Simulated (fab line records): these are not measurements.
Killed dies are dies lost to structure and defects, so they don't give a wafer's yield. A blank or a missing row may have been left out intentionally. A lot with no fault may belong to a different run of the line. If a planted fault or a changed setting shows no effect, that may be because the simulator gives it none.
Which of the tools did it? | flow n5-finfet | 30 wafers from 10 lots sampled at 6 of the route's 1938 steps

WHAT EACH GAUGE READ, for each wafer
N5_BEOL_M4_CD_MEAS_35: target cd 18 nm, target cd y 22.4 nm. Usual: cd-nm 18.1 nm, standard deviation 0.32.
lot  | measured     | on        | cd-nm (nm)     | flag
L119 | day 8 23:32  | cd-sem-02 | 17.8 18.0 17.7 |
L121 | day 9 15:16  | cd-sem-02 | 17.9 18.0 18.2 |
L125 | day 11 01:32 | cd-sem-01 | 18.1 18.0 17.8 |
L128 | day 11 16:39 | cd-sem-03 | 18.0 18.6 18.5 |
L130 | day 12 13:02 | cd-sem-01 | 18.3 17.9 18.2 |
L129 | day 12 13:32 | cd-sem-03 | 18.1 18.3 18.2 |
L133 | day 12 16:47 | cd-sem-03 | 18.1 18.3 17.9 |
L131 | day 12 22:52 | cd-sem-03 | 18.2 18.1 17.9 |
L135 | day 14 01:52 | cd-sem-02 | 17.7 18.2 17.6 |
L139 | day 15 00:37 | cd-sem-01 | 17.8 17.7 17.9 |

N5_BEOL_M4_RC_MEAS_101. Usual: DIBL_N 35.1 mV/V, standard deviation 1.6; DIBL_P 34.9 mV/V, standard deviation 1.8; IOFF_N 0.143 nA/um, standard deviation 0.026; IOFF_P 0.21 nA/um, standard deviation 0.037; ION_N 671 uA/um, standard deviation 11; ION_P 463 uA/um, standard deviation 7.8; SS_N 71.2 mV/dec, standard deviation 0.58; SS_P 73.0 mV/dec, standard deviation 0.54; VT_N 251 mV, standard deviation 3; VT_P -250 mV, standard deviation 4.1.
lot  | measured     | on        | DIBL_N (mV/V)  | DIBL_P (mV/V)  | IOFF_N (nA/um)    | IOFF_P (nA/um) | ION_N (uA/um) | ION_P (uA/um) | SS_N (mV/dec)  | SS_P (mV/dec)  | VT_N (mV)   | VT_P (mV)      | flag
L119 | day 9 04:28  | prober-01 | 33.5 33.3 34.0 | 33.1 32.9 33.4 | 0.131 0.129 0.138 | 0.17 0.17 0.16 | 676 670 675   | 461 453 460   | 71.2 71.2 70.9 | 72.3 73.0 73.1 | 249 251 253 | -254 -255 -254 |
L121 | day 9 19:20  | prober-02 | 33.6 31.6 31.3 | 34.0 31.3 31.5 | 0.139 0.109 0.106 | 0.22 0.18 0.18 | 672 659 655   | 467 467 457   | 71.6 70.8 70.6 | 73.1 71.9 71.9 | 250 252 253 | -246 -249 -247 |
L125 | day 11 08:31 | prober-02 | 35.2 36.0 34.7 | 34.4 35.8 34.0 | 0.143 0.156 0.136 | 0.19 0.21 0.19 | 676 678 671   | 462 466 462   | 71.2 72.0 71.2 | 73.3 74.1 73.2 | 252 249 251 | -253 -250 -253 |
L128 | day 11 23:14 | prober-02 | 36.7 38.4 38.0 | 36.5 37.9 37.9 | 0.161 0.194 0.191 | 0.26 0.30 0.30 | 684 687 692   | 474 478 478   | 71.2 72.3 71.5 | 73.9 73.7 73.6 | 250 246 248 | -244 -242 -239 |
L131 | day 13 04:05 | prober-01 | 34.3 37.8 39.0 | 32.9 37.6 37.7 | 0.113 0.182 0.201 | 0.21 0.30 0.29 | 654 681 676   | 457 475 466   | 70.6 71.5 72.7 | 72.9 73.5 74.2 | 259 249 249 | -250 -243 -243 |
L135 | day 14 05:44 | prober-01 | 33.6 36.4 33.3 | 33.2 36.0 32.2 | 0.113 0.156 0.106 | 0.18 0.22 0.16 | 655 676 656   | 462 475 455   | 70.6 71.6 70.8 | 72.5 73.7 71.9 | 253 252 255 | -249 -248 -252 |
L139 | day 15 04:52 | prober-01 | 35.0 34.8 35.2 | 35.3 36.6 35.1 | 0.138 0.135 0.132 | 0.21 0.23 0.21 | 667 661 677   | 463 462 474   | 71.1 71.2 71.0 | 73.1 73.1 73.1 | 249 249 249 | -248 -247 -248 |

EACH LOT AND THE TOOL THAT RAN IT (in order: tool; ch and the chambers of the sampled wafers; start)
lot  | N5_BEOL_M4_CVD_47                | N5_BEOL_M4_SPUTTER_48        | N5_BEOL_M4_ANNEAL_49         | N5_BEOL_M4_CMP_52
L119 | cvd-co-01 ch 1,2, day 9 00:04    | pvd-sputter-01, day 9 00:13  | pvd-sputter-01, day 9 00:18  | cmp-01 ch 1,2,3, day 9 03:40
L121 | cvd-co-02 ch 0,1,2, day 9 16:05  | pvd-sputter-03, day 9 16:15  | pvd-sputter-03, day 9 16:20  | cmp-03 ch 2,3, day 9 18:37
L125 | cvd-co-02 ch 0,2, day 11 02:24   | pvd-sputter-03, day 11 02:34 | pvd-sputter-03, day 11 02:38 | cmp-03 ch 0,2,3, day 11 07:44
L128 | cvd-co-02 ch 0,2, day 11 20:02   | pvd-sputter-02, day 11 20:13 | pvd-sputter-02, day 11 20:17 | cmp-01 ch 1,2,3, day 11 22:28
L130 | cvd-co-01 ch 0,1,2, day 12 13:33 | pvd-sputter-01, day 12 13:45 | pvd-sputter-01, day 12 13:50 | cmp-04 ch 0,1,2, day 12 16:05
L129 | cvd-co-01 ch 1,2, day 12 16:27   | pvd-sputter-01, day 12 16:38 | pvd-sputter-01, day 12 16:43 | cmp-03 ch 1,2, day 12 18:53
L133 | cvd-co-02 ch 0,2, day 12 17:50   | pvd-sputter-02, day 12 19:28 | pvd-sputter-02, day 12 19:33 | cmp-01 ch 0,2, day 12 21:50
L131 | cvd-co-02 ch 1,2, day 13 00:55   | pvd-sputter-02, day 13 01:04 | pvd-sputter-02, day 13 01:09 | cmp-03 ch 1,2,3, day 13 03:22
L135 | cvd-co-01 ch 0,1,2, day 14 02:31 | pvd-sputter-02, day 14 02:44 | pvd-sputter-02, day 14 02:49 | cmp-01 ch 0,2,3, day 14 05:07
L139 | cvd-co-02 ch 0,1,2, day 15 01:38 | pvd-sputter-02, day 15 01:57 | pvd-sputter-02, day 15 02:02 | cmp-03 ch 0,3, day 15 04:13
- N5_BEOL_M4_CVD_47: deposits Co from CCTBA/H2, target thk 3 nm, time 223.8 s.
- N5_BEOL_M4_SPUTTER_48: material Cu, target thk 4.5 nm, time 8.29 s.
- N5_BEOL_M4_ANNEAL_49: time 240 s.
- N5_BEOL_M4_CMP_52: polishes, stops on SiOC, t overpolish 6.8 s, target thk 40 nm.

WHAT THE TOOLS THEMSELVES READ (means of the sampled wafers that have a number; where no wafer has one, the mark that the record gives instead)
N5_BEOL_M4_CVD_47. Usual: chamber-pressure-Torr 30.00 Torr, standard deviation 0.067; run-length-s 246.8 s, standard deviation 0.48.
lot  | tool      | chamber-pressure-Torr (Torr) | run-length-s (s) | flag
L119 | cvd-co-01 | 30.00                        | 246.9            |
L121 | cvd-co-02 | 30.02                        | 246.9            |
L125 | cvd-co-02 | 29.99                        | 247.1            |
L128 | cvd-co-02 | 30.00                        | 246.9            |
L130 | cvd-co-01 | -                            | -                | OFF
L129 | cvd-co-01 | -                            | -                | OFF
L133 | cvd-co-02 | -                            | -                | OFF
L131 | cvd-co-02 | 29.99                        | 246.9            |
L135 | cvd-co-01 | 29.96                        | 246.5            |
L139 | cvd-co-02 | 30.01                        | 246.9            |

N5_BEOL_M4_SPUTTER_48. Usual: chamber-pressure-pa 0.06999 Pa, standard deviation 0.00015; throttle-valve-pct 30.8 %, standard deviation 1.
lot  | tool           | chamber-pressure-pa (Pa) | throttle-valve-pct (%) | flag
L119 | pvd-sputter-01 | 0.07004                  | 30.8                   |
L121 | pvd-sputter-03 | 0.07000                  | 29.3                   |
L125 | pvd-sputter-03 | 0.06995                  | 30.6                   |
L128 | pvd-sputter-02 | 0.07009                  | 31.4                   |
L130 | pvd-sputter-01 | 0.06997                  | 30.4                   |
L129 | pvd-sputter-01 | 0.06998                  | 30.3                   |
L133 | pvd-sputter-02 | 0.06991                  | 31.0                   |
L131 | pvd-sputter-02 | 0.06991                  | 30.1                   |
L135 | pvd-sputter-02 | 0.07017                  | 31.4                   |
L139 | pvd-sputter-02 | 0.06995                  | 30.4                   |

N5_BEOL_M4_ANNEAL_49. Usual: heater-power-w 853 W, standard deviation 110.
lot  | tool           | heater-power-w (W) | flag
L119 | pvd-sputter-01 | 872                |
L121 | pvd-sputter-03 | 742                |
L125 | pvd-sputter-03 | 879                |
L128 | pvd-sputter-02 | 853                |
L130 | pvd-sputter-01 | 655                |
L129 | pvd-sputter-01 | 784                |
L133 | pvd-sputter-02 | 911                |
L131 | pvd-sputter-02 | 964                |
L135 | pvd-sputter-02 | 861                |
L139 | pvd-sputter-02 | 924                |

N5_BEOL_M4_CMP_52. Usual: barrier-field-endpoint-s 24.6 s, standard deviation 0.68; clearing-platen-down-force-psi 1.500 psi, standard deviation 0.0032; motor-current-A 5.9 A, standard deviation 0.9; platen-rpm 50.00 rpm, standard deviation 0.036; retaining-ring-pressure-frac 1.000, standard deviation 0.0052; slurry-filter-dp-kPa 13.50 kPa, standard deviation 0.14.
lot  | tool   | barrier-field-endpoint-s (s) | clearing-platen-down-force-psi (psi) | motor-current-A (A) | platen-rpm (rpm) | retaining-ring-pressure-frac | slurry-filter-dp-kPa (kPa) | flag
L119 | cmp-01 | 24.6                         | 1.500                                | 5.6                 | 49.99            | 1.000                        | 13.52                      |
L121 | cmp-03 | 24.4                         | 1.501                                | 5.7                 | 50.03            | 0.997                        | 13.31                      |
L125 | cmp-03 | 24.3                         | 1.497                                | 6.5                 | 49.99            | 1.000                        | 13.58                      |
L128 | cmp-01 | 25.3                         | 1.501                                | 5.4                 | 49.95            | 0.999                        | 13.48                      |
L130 | cmp-04 | 21.7                         | 1.498                                | 5.9                 | 49.98            | 1.000                        | 13.37                      | OFF
L129 | cmp-03 | 20.8                         | 1.500                                | 6.0                 | 50.02            | 1.000                        | 13.54                      | OFF
L133 | cmp-01 | 20.5                         | 1.502                                | 5.5                 | 49.97            | 1.003                        | 13.43                      | OFF
L131 | cmp-03 | 25.3                         | 1.505                                | 5.6                 | 49.98            | 1.008                        | 13.70                      |
L135 | cmp-01 | 24.8                         | 1.502                                | 5.4                 | 50.01            | 1.000                        | 13.57                      |
L139 | cmp-03 | 24.9                         | 1.499                                | 5.8                 | 49.97            | 1.005                        | 13.48                      |

THE ANSWER, worked out from the rows above alone
Rule: take the mean of a lot's wafers that have a number; if it is more than 3 standard deviations from the usual mean, the lot is off. Also off: a lot with no number at a reading for which 4 or more lots have one. Where the step has rows for the other lots, those lots are counted as sound. After the gauges, taken in route order, come the tools' own readings; for these a lot's mean is taken, as printed above. The first step at which some lot is off is used, and at that step the reading that is off furthest; a lot without a number counts as furthest.
Off: L130, L129, L133, at N5_BEOL_M4_CVD_47 (chamber-pressure-Torr). Without a number there: L130, L129, L133.
A tool fits if, at that step or a process step before it, it ran every lot that is off, and no sound lot after the first of them. Of those tried, none fits.

WHAT THE SIMULATOR HAD INSERTED
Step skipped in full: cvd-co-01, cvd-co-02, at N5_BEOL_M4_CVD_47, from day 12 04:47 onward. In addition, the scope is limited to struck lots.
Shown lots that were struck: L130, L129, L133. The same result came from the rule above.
